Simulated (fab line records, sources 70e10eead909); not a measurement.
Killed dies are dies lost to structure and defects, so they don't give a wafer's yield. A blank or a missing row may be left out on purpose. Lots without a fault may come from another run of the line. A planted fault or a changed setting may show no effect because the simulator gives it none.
Chamber matching | flow nand_harc | NHARC_P_CONTACT_CMP_24 on cmp-04: 4 sister chambers
The step polishes, t overpolish 30 s, target thk 200 nm. 4 wafers are shown with their chamber, then 7 later ones without.

WAFERS WITH THEIR CHAMBER
wafer  | chamber | motor_current_A (A)
L079.3 | 1       | 12.5
L079.5 | 0       | 11.0
L081.1 | 3       | 14.3
L081.3 | 2       | 14.6

WAFERS WITHOUT THEIR CHAMBER
wafer  | motor_current_A (A)
L081.5 | 10.0
L083.1 | 14.7
L083.5 | 10.7
L083.6 | 14.6
L086.1 | 12.1
L086.2 | 10.5
L086.6 | 10.4

WHICH CHAMBER EACH WENT THROUGH
wafer  | from the rows above     | in truth
L081.5 | 0                       | 0
L083.1 | can't be placed: 2 or 3 | 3
L083.5 | 0                       | 0
L083.6 | can't be placed: 2 or 3 | 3
L086.1 | can't be placed: 1 or 0 | 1
L086.2 | 0                       | 0
L086.6 | 0                       | 0
Placed correctly: 4 of 7. Can't be placed from these rows: 3 (the true chamber is among the candidates in 3). Placed wrongly: 0.
How it was worked out, from the rows above alone: a wafer's distance from a chamber is the root of the sum, over the readings, of the square of ((its reading less the chamber's mean) divided by the reading's scatter). The wafer belongs to the nearest chamber; if the next one is less than 2 further off, it can't be placed. A chamber's mean is the mean of its shown wafers. The scatter: with one shown wafer a chamber, the root of the mean of the squares of how far each hidden wafer lies from its nearest shown one.
